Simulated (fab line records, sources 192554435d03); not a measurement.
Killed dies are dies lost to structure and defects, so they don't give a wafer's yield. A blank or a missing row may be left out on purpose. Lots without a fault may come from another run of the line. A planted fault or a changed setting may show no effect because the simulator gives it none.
Split-lot experiment | flow n5_finfet | 7 lots, 21 wafers read, on a route of 1938 steps

THE SPLIT
At N5_BEOL_M1_ETCH_64 (etches SOC in N2/H2, target depth 75 nm, overetch 15 nm, time 112.5 s), the setting bias_w was moved away from the recipe's 150 W on 9 of the 21 wafers read, by -16.1% to +10.7%. The other wafers ran this setting at the recipe's value.

The reading is taken at the split's own step.

THE READING
rf_vpp_V, in V, at N5_BEOL_M1_ETCH_64 (etches SOC in N2/H2, target depth 75 nm, overetch 15 nm, time 112.5 s). Fault-free wafers of this fab line usually give 524.2 V, standard deviation 2 V.

wafer  | tool, chamber at the split | bias_w as run, W | against the recipe | rf_vpp_V, V | against lot-mates on the recipe
L076.2 | rie_diel-02, 0             | 136              | -9.3%              | 490.6       | -31.3
L076.4 | rie_diel-02, 2             | 136              | -9.3%              | 490.7       | -31.2
L076.6 | rie_diel-02, 0             | 150              | recipe             | 521.9       | -
L083.1 | rie_diel-06, 2             | 150              | recipe             | 523.4       | -
L083.4 | rie_diel-06, 1             | 150              | recipe             | 525.0       | -
L083.5 | rie_diel-06, 0             | 128.7            | -14.2%             | 477.9       | -46.3
L085.1 | rie_diel-06, 0             | 150              | recipe             | 526.3       | -
L085.5 | rie_diel-06, 2             | 150              | recipe             | 523.5       | -
L085.6 | rie_diel-06, 1             | 150              | recipe             | 523.8       | -
L086.2 | rie_diel-06, 0             | 150              | recipe             | 526.7       | -
L086.3 | rie_diel-06, 1             | 158.8            | +5.9%              | 545.6       | +18.9
L086.6 | rie_diel-06, 0             | 158.8            | +5.9%              | 547.3       | +20.6
L088.2 | rie_diel-06, 2             | 166              | +10.7%             | 557.6       | no lot-mate on the recipe
L088.3 | rie_diel-06, 1             | 166              | +10.7%             | 560.3       | no lot-mate on the recipe
L088.4 | rie_diel-06, 3             | 166              | +10.7%             | 558.6       | no lot-mate on the recipe
L089.2 | rie_diel-02, 1             | 125.9            | -16.1%             | 472.8       | -49.9
L089.4 | rie_diel-02, 0             | 150              | recipe             | 522.0       | -
L089.6 | rie_diel-02, 2             | 150              | recipe             | 523.5       | -
L096.1 | rie_diel-06, 1             | 150              | recipe             | 524.6       | -
L096.2 | rie_diel-06, 0             | 150              | recipe             | 525.3       | -
L096.6 | rie_diel-06, 2             | 150              | recipe             | 523.9       | -

THE FIT
A straight line over all 21 wafers: rf_vpp_V changes by +3.33 V for each +1% of bias_w; r = +1.00; the points scatter about the line by 1.8 V.
The same after taking each lot's own level away (the mean of its wafers on the recipe; 18 wafers): +3.24 V for each +1%; r = +1.00; scatter 1 V.
On that fit, the largest move of bias_w shifts the reading by 52 V.
The lots' own levels span 521.90 to 526.70 V, that is 2.4 times the standard deviation above.
So the lot-to-lot level changes the slope little: the two slopes agree.
Check: with one of the wafers moved furthest among these (-16.1%) left out of the fit, the line predicts -53.2 V for it against its lot-mates. It came out at -49.9 V against them.
Tool readings at the split's step, against how far the setting was moved: rf_vpp_V r = +1.00.

OTHER SPLITS ON THESE WAFERS
These wafers also went through other splits before the reading. Each is held against what the fit with the lots' levels taken away leaves over:
other split on the same wafers         | wafers away from the commonest value | r with rf_vpp_V (lot level and that fit taken away)
N5_GATE_CUT_EXPOSE_10 dose_mj          | 8                                    | -0.21
N5_GATE_CUT_CUT_ETCH_54 Cl2_flow_sccm  | 5                                    | -0.38
N5_GATE_CUT_ALD_22 ald_cycles          | 6                                    | -0.03
N5_MOL_CONTACT_COAG_ALD_133 ald_cycles | 7                                    | +0.13
N5_BEOL_M0_ETCH_128 source_w           | 7                                    | -0.19

THE FILE'S OWN FIT
rf_vpp_V changes by +3.21 V for each +1% of bias_w, r = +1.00.
